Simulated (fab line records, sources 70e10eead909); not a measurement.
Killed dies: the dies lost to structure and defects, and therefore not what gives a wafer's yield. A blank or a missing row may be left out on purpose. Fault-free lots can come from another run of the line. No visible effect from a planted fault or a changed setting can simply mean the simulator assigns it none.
fab line records	flow nandHarc
record: lots: 5	wafers: 15	lastDay: 33
route steps=1302 shown THIN_TSV@1256 END@1302
lots with no fault: from the same line, run without faults
startH: hours from the record's opening day to when the first of the lot's shown wafers began	waitH: how many hours have passed since the lot's step before this one	" identical to the entry in the row above	L1.1+2: a single row standing in for several wafers	- either no value or no given start	* or withheld: withheld	< > ~ a bound
route shown NAME@n: names a module that has steps shown in the file, with the first one's number in the route	usual: the fault-free wafers' mean and standard deviation	same: alike in all rows	chamber/n: place in a boat	sites: per-site readings	_std_site: the standard deviation of these	_edge_site: inner sites' mean taken away from outer sites' mean	radiusMm: for every site, how far away it sits from the centre of the wafer	mask NAME#n: copy n	behind: the last tool/chamber to shape the wafer	hold: why the lot was held/for how many hours/how that ended	device: names the non-switching transistor (n, p or np)	end of line: the same wafers' tests at the end of the route	step lacking rows: just its recipe	killed: at the first sort, the dies lost to defects and structure; wafer yield is something else	map: shows each die of a wafer: x if killed, . if not, _ if none is there
set.NAME: setting as actually run; set.NAME@STEP: the setting as run at that earlier step	model.NAME: the simulator's own value behind a step, which no gauge read
certain route steps with their lots: each step a table, each wafer a row
services: when a tool's chamber went out of use (startH, in hours from the record's first day, below 0 if earlier), for how many hours, and the reason
== steps ==
step: NHARC_THIN_TSV_EXPOSE_09
recipe: na: 0.55	doseMj: 30.7	maskId: TSV
step: NHARC_THIN_TSV_PEB_10
recipe: pebTempC: 118	pebTimeS: 85
step: NHARC_THIN_TSV_DEVELOP_11
recipe: timeS: 70
step: NHARC_THIN_TSV_CD_MEAS_12
recipe: targetCdNm: 1000	landingEnergyEv: 500
usual: cdNm: 1000.3/1.7
lot.wafer	tool	chamber	startH	waitH	cdNm
L896.1	cdSem-01	0	542.01	-	996.1
L896.4	"	0	"	"	998.3
L896.6	"	0	"	"	999.0
L898.1	cdSem-03	0	557.97	-	996.8
L898.2	"	0	"	"	999.7
L898.4	"	0	"	"	998.3
L912.1	cdSem-02	0	705.85	-	1000.4
L912.2	"	0	"	"	997.2
L912.3	"	0	"	"	999.6
L919.2	cdSem-01	0	760.16	-	1003.4
L919.4	"	0	"	"	1000.4
L919.6	"	0	"	"	1002.8
L918.1	cdSem-02	0	770.51	-	1000.9
L918.3	"	0	"	"	1001.0
L918.6	"	0	"	"	1004.4
step: NHARC_THIN_TSV_HARDBAKE_13
recipe: tempC: 125	timeS: 80
step: NHARC_THIN_TSV_DESCUM_14
recipe: timeS: 3	o2FlowSccm: 200	arFlowSccm: 0	biasPowerW: 0	chemistry: O2
step: NHARC_THIN_TSV_ETCH_44
recipe: targetDepthA: 15942	timeS: 797.1	cf4FlowSccm: 150	o2FlowSccm: 10	arFlowSccm: 0	rfW: 300	biasW: 800	chemistry: CF4/O2
usual: drypumpMotorCurrentA: 6.0/0.48	oesProductAu: 0.999/0.0096	rfVppV: 794/5	showerheadPlenumPTorr: 1.83/0.078	throttleValvePct: 16.915/0.0085
lot.wafer	tool	chamber	startH	waitH	drypumpMotorCurrentA	oesProductAu	rfHoursCounterH	rfVppV	showerheadPlenumPTorr	throttleValvePct
L896.4	rieDiel-08	3	542.37	0.2	5.6	0.988	6.8	795	1.84	16.922
L896.1	"	0	"	"	6.7	1.009	8.2	796	1.86	16.907
L896.6	"	2	"	"	5.4	0.980	-	802	1.95	16.920
L898.2	rieDiel-08	1	558.30	0.2	6.5	0.994	0.2	797	1.88	16.905
L898.1	"	3	"	"	5.6	0.995	0.2	794	1.84	16.901
L898.4	"	0	"	"	6.7	0.998	-	797	1.86	16.904
L912.3	rieDiel-12	1	706.10	0.1	5.6	0.998	5.2	786	1.71	16.916
L912.1	"	2	"	"	5.6	1.000	5.0	788	1.73	16.912
L912.2	"	0	"	"	6.2	1.025	4.6	792	1.79	16.904
L919.4	rieDiel-08	3	760.52	0.2	5.6	1.005	1.4	795	1.84	16.911
L919.2	"	0	"	"	6.7	1.008	1.4	796	1.85	16.916
L919.6	"	1	"	"	6.6	1.005	-	797	1.87	16.900
L918.3	rieDiel-08	2	770.75	0.1	5.4	0.984	2.7	801	1.95	16.917
L918.1	"	1	"	"	6.6	0.998	2.5	797	1.87	16.924
L918.6	"	2	"	"	5.4	0.979	-	800	1.95	16.914
step: NHARC_THIN_TSV_ETCH_15
recipe: targetDepthA: 30000	boschTargetOveretchCycles: 2	boschEtchStepS: 2.8	boschDepStepS: 1.2	boschCycles: 14
usual: drypumpMotorCurrentA: 5.7/0.4
lot.wafer	tool	chamber	startH	waitH	drypumpMotorCurrentA	rfHoursCounterH
L896.4	rieSi-02	0	542.84	-	5.2	0.53
L896.1	"	1	"	"	5.5	0.59
L896.6	"	3	"	"	6.2	-
L898.4	rieSi-05	2	558.93	-	5.6	0.37
L898.1	"	3	"	"	5.7	0.34
L898.2	"	0	"	"	6.4	0.36
L912.2	rieSi-05	1	706.67	-	5.6	0.16
L912.1	"	2	"	"	5.6	0.22
L912.3	"	0	"	"	6.4	0.13
L919.4	rieSi-05	2	760.98	-	5.6	0.68
L919.2	"	3	"	"	5.7	0.50
L919.6	"	2	"	"	5.6	-
L918.1	rieSi-05	3	771.34	-	5.7	0.56
L918.3	"	1	"	"	5.6	0.67
L918.6	"	3	"	"	5.7	-
step: NHARC_THIN_TSV_CD_MEAS_16
usual: cdNm: 1000.1/1.7
lot.wafer	tool	chamber	startH	waitH	cdNm
L896.1	cdSem-01	-	542.97	0.1	996.0
L896.4	"	-	"	"	997.6
L896.6	"	-	"	"	998.3
L898.1	cdSem-02	-	559.06	0.1	996.4
L898.2	"	-	"	"	1000.2
L898.4	"	-	"	"	998.7
L912.1	cdSem-01	-	706.81	0.1	1000.5
L912.2	"	-	"	"	997.1
L912.3	"	-	"	"	999.0
L919.2	cdSem-01	-	761.13	0.1	1002.9
L919.4	"	-	"	"	999.6
L919.6	"	-	"	"	1003.0
L918.1	cdSem-02	-	771.47	0.1	1001.4
L918.3	"	-	"	"	999.4
L918.6	"	-	"	"	1003.0
step: NHARC_THIN_TSV_STRIP_45
recipe: powerW: 1500	tempC: 250	chemistry: O2
usual: drypumpMotorCurrentA: 5.8/0.41	heaterPowerW: 314/18	rfReflPowerW: 19/4.3
lot.wafer	tool	chamber	startH	waitH	drypumpMotorCurrentA	heaterPowerW	rfHoursCounterH	rfReflPowerW
L896.1	plasmaAsher-01	1	543.09	0.1	6.2	292	4	13
L896.4	"	0	"	"	5.2	318	-	18
L896.6	"	0	"	"	5.2	320	-	18
L898.1	plasmaAsher-01	0	559.14	0.1	5.2	321	7	-
L898.2	"	1	"	"	6.2	295	7	-
L898.4	"	0	"	"	5.2	325	-	-
L912.1	plasmaAsher-02	0	706.89	0.1	5.8	329	20	25
L912.2	"	1	"	"	6.2	307	20	22
L912.3	"	0	"	"	5.8	334	-	25
L919.2	plasmaAsher-02	0	761.25	0.1	5.8	334	31	26
L919.4	"	0	"	"	5.8	333	-	25
L919.6	"	0	"	"	5.8	328	-	25
L918.1	plasmaAsher-01	0	771.54	0.1	5.2	326	14	18
L918.3	"	1	"	"	6.2	288	-	13
L918.6	"	0	"	"	5.2	322	-	18
step: NHARC_THIN_TSV_STRIP_46
recipe: timeS: 1200	tempC: 72.5	chemistry: postEtchResidueRemover
step: NHARC_THIN_TSV_DEP_47
recipe: targetThkA: 2000	tempC: withheld	pressureTorr: 6.5	rfW: 900	teosFlowSccm: 161.4	flowSccm: 2650	targetThkNm: 200	gas: O2	material: SiO2
usual: throttleValvePct: 16.3/0.74
lot.wafer	tool	chamber	startH	waitH	sinceWetCleanH	throttleValvePct
L896.1	pecvd-03	2	543.94	-	165	17.2
L896.6	"	1	"	"	-	17.0
L896.4	"	2	"	"	-	17.3
L898.2	pecvd-02	1	559.93	-	139	17.2
L898.1	"	0	"	"	139	17.1
L898.4	"	2	"	"	-	16.0
L912.3	pecvd-01	2	707.69	-	21	16.2
L912.1	"	0	"	"	21	16.1
L912.2	"	1	"	"	21	15.2
L919.2	pecvd-02	1	762.09	-	160	17.1
L919.6	"	2	"	"	-	15.3
L919.4	"	1	"	"	-	17.1
L918.1	pecvd-03	2	772.39	-	31	17.1
L918.3	"	0	"	"	31	15.2
L918.6	"	2	"	"	-	17.1
step: NHARC_THIN_TSV_ETCHBACK_48
recipe: targetDepthA: 10285	overEtchFrac: 0.3	timeS: 405.17	ionEnergyEv: 250	c4f8FlowSccm: withheld	arFlowSccm: withheld	rfW: 600	biasW: 300	chemistry: C4F8/Ar
usual: oesProductAu: 0.95/0.033	rfVppV: 546/3.4	runLengthS: 426.5/0.44
lot.wafer	tool	chamber	startH	waitH	oesProductAu	rfHoursCounterH	rfVppV	runLengthS
L896.1	rieDiel-09	0	544.24	-	0.99	1.4	545	427.0
L896.4	"	2	"	"	1.02	2.3	541	425.5
L896.6	"	1	"	"	0.99	-	552	427.2
L898.2	rieDiel-12	3	560.37	-	0.93	6.8	547	426.1
L898.1	"	0	"	"	0.90	6.3	545	426.6
L898.4	"	1	"	"	0.91	5.9	543	426.9
L912.2	rieDiel-12	2	708.09	-	0.91	5.4	543	426.4
L912.3	"	3	"	"	0.93	4.7	545	426.1
L912.1	"	0	"	"	0.94	4.7	546	316.9
L919.4	rieDiel-09	3	762.47	-	0.93	4.3	542	426.8
L919.2	"	0	"	"	0.93	5.2	545	426.2
L919.6	"	1	"	"	0.92	-	551	426.6
L918.3	rieDiel-08	2	772.75	-	0.91	3.0	551	426.0
L918.1	"	0	"	"	0.92	2.1	547	427.1
L918.6	"	2	"	"	0.91	-	552	426.6
step: NHARC_THIN_TSV_STRIP_62
recipe: powerW: 1500	tempC: 250	timeS: 20	chemistry: N2/H2
usual: drypumpMotorCurrentA: 5.9/0.35	heaterPowerW: 320/19	rfReflPowerW: 20/4.2
lot.wafer	tool	chamber	startH	waitH	drypumpMotorCurrentA	heaterPowerW	rfHoursCounterH	rfReflPowerW
L896.1	plasmaAsher-01	1	544.62	-	6.2	288	4	14
L896.4	"	0	"	"	5.2	326	-	17
L896.6	"	1	"	"	6.2	287	-	14
L898.1	plasmaAsher-02	1	560.69	-	6.2	348	27	20
L898.2	"	0	"	"	5.8	337	27	25
L898.4	"	1	"	"	6.2	345	-	22
L912.1	plasmaAsher-01	1	708.45	-	6.2	282	1	14
L912.2	"	0	"	"	5.2	331	1	17
L912.3	"	1	"	"	6.2	289	-	14
L919.2	plasmaAsher-02	0	762.89	-	5.8	332	32	-
L919.4	"	0	"	"	5.8	328	-	-
L919.6	"	1	"	"	6.1	308	-	-
L918.1	plasmaAsher-02	0	773.13	-	5.9	337	33	-
L918.3	"	0	"	"	5.9	332	-	-
L918.6	"	1	"	"	6.2	312	-	-
step: NHARC_END_SORT_01
recipe: tempC: 25
usual: defectLimitedYield: 91.5/2.9	killedAtArray: 53/20	killedAtOther: 1/1.2	killedAtPeriphery: 3.7/2.6	killedDies: 58/20	killedOpen: 3.5/1.8	killedShort: 2.4/1.7	sort_bin_2_pct: 3.1/1.3	sort_bin_3_pct: 0.6/0.4	sort_bin_4_pct: 4.9/1.7	sortNPass: 619/20	sortRimYieldPct: 92/4	sortYieldPct: 91.5/2.9
same: grossDies: 677	sort_bin_5_pct[%]: 0	sort_bin_6_pct[%]: 0	sort_bin_7_pct[%]: 0	sort_bin_8_pct[%]: 0	sortRimNGross: 106.00
lot.wafer	tool	chamber	startH	waitH	defectLimitedYield[%]	killedAtArray	killedAtOther	killedAtPeriphery	killedDies	killedOpen	killedShort	sort_bin_2_pct[%]	sort_bin_3_pct[%]	sort_bin_4_pct[%]	sortNPass	sortRimYieldPct[%]	sortYieldPct[%]
L912.1	prober-02	0	724.14	2.5	0	44	631	2	677	3	3	94.5	0.3	5.2	0	0	0
killed by level:class
L912.1 THIN_TSV:areaEtchback=628 A_CHANNEL_HOLE_D2:chamberFilmFlake=18 A_CONTACT:chamberFilmFlake=9 A_CHANNEL_HOLE_D1:chamberFilmFlake=7 A_SLIT:chamberFilmFlake=4 THIN_TSV:chamberFilmFlake=3 A_ONON_D1:geometricParticle:short=2 P_M2:geometricParticle:short=1
map L912.1 (x killed, . not)
____________x____________
_________xxxxxxx_________
_______xxxxxxxxxxx_______
______xxxxxxxxxxxxx______
_____xxxxxxxxxxxxxxx_____
____xxxxxxxxxxxxxxxxx____
____xxxxxxxxxxxxxxxxx____
___xxxxxxxxxxxxxxxxxxx___
___xxxxxxxxxxxxxxxxxxx___
__xxxxxxxxxxxxxxxxxxxxx__
__xxxxxxxxxxxxxxxxxxxxx__
_xxxxxxxxxxxxxxxxxxxxxxx_
_xxxxxxxxxxxxxxxxxxxxxxx_
_xxxxxxxxxxxxxxxxxxxxxxx_
_xxxxxxxxxxxxxxxxxxxxxxx_
_xxxxxxxxxxxxxxxxxxxxxxx_
xxxxxxxxxxxxxxxxxxxxxxxxx
xxxxxxxxxxxxxxxxxxxxxxxxx
xxxxxxxxxxxxxxxxxxxxxxxxx
xxxxxxxxxxxxxxxxxxxxxxxxx
xxxxxxxxxxxxxxxxxxxxxxxxx
_xxxxxxxxxxxxxxxxxxxxxxx_
_xxxxxxxxxxxxxxxxxxxxxxx_
_xxxxxxxxxxxxxxxxxxxxxxx_
_xxxxxxxxxxxxxxxxxxxxxxx_
_xxxxxxxxxxxxxxxxxxxxxxx_
__xxxxxxxxxxxxxxxxxxxxx__
__xxxxxxxxxxxxxxxxxxxxx__
___xxxxxxxxxxxxxxxxxxx___
___xxxxxxxxxxxxxxxxxxx___
____xxxxxxxxxxxxxxxxx____
____xxxxxxxxxxxxxxxxx____
_____xxxxxxxxxxxxxxx_____
______xxxxxxxxxxxxx______
_______xxxxxxxxxxx_______
_________xxxxxxx_________
____________x____________
map L898.2 (x killed, . not)
____________.____________
_________......._________
_______....x......_______
______.............______
_____..............._____
____.................____
____...x.............____
___..x..x.............___
___...x...............___
__xxxxxxx..............__
__..xxxx.x.............__
_.x.xxxxx....x...x......_
_..xxxxxxx.............._
_..xxxxx.x.............._
_...xxx.x..............._
_....xxx.x.............._
.....xx.x................
.........................
......................x..
......x.......x..........
...................x.....
_......................._
_......................._
_....................x.._
_.........x.......xxxx.._
_.................x..x.._
__..............x.xxx..__
__...............x.xxxx__
___....x..........x.x.___
___................x..___
____................x____
____.................____
_____..............._____
______.............______
_______..........._______
_________......._________
____________.____________
== services ==
tool	chamber	startH	hours	kind
plasmaAsher-01	-	520.15	9.0	pm
rieSi-05	-	523.87	2.9	repair
rieDiel-08	-	544.89	9.0	pm
pecvd-03	-	547.27	13.0	pm
rieDiel-12	1	566.86	5.8	repair
pecvd-02	1	587.80	3.9	repair
pecvd-02	-	589.00	13.0	pm
rieSi-05	2	590.24	5.8	repair
plasmaAsher-01	-	590.30	2.9	repair
rieDiel-12	-	596.48	1.3	repair
rieDiel-09	0	600.89	9.3	repair
plasmaAsher-02	-	603.21	9.0	pm
rieDiel-09	1	612.24	3.0	repair
rieDiel-12	-	622.40	9.0	pm
rieDiel-09	3	624.26	5.6	repair
rieSi-05	-	659.00	9.0	pm
rieDiel-09	-	674.10	9.0	pm
plasmaAsher-01	-	678.82	6.5	repair
plasmaAsher-01	-	697.15	9.0	pm
rieDiel-12	0	701.74	1.2	repair
rieDiel-08	-	721.89	9.0	pm
rieSi-05	3	730.93	9.8	repair
rieDiel-08	-	742.80	0.5	repair
plasmaAsher-02	-	765.88	1.2	repair
== key ==
firstSign: step: NHARC_THIN_TSV_ETCHBACK_48	reading: runLengthS	direction: down	sigmas: 99+	usual: *	struck: *
effect: step: NHARC_END_SORT_01	reading: killedAtOther	direction: up	sigmas: 99+	usual: 1	struck: 631
moreKillsBornAt: NHARC_THIN_TSV_ETCHBACK_48@rieDiel-12: 628
metAt NHARC_THIN_TSV_ETCHBACK_48
struckWafers L912.1
laterRowsLeftOut L912.1
onsetBetween 560.37 708.09
fault: kind: processParameterDrift	tool: rieDiel-12	chamber: 0	onsetH: 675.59	steps: NHARC_THIN_TSV_ETCHBACK_48	channel: timeS	offset: *	shape: step	endH: 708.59	actsIn: *	stated: *
laterRowsLeftOut: the simulator's readings of these wafers behind a module that went badly wrong aren't trusted and aren't shown, but for the sort
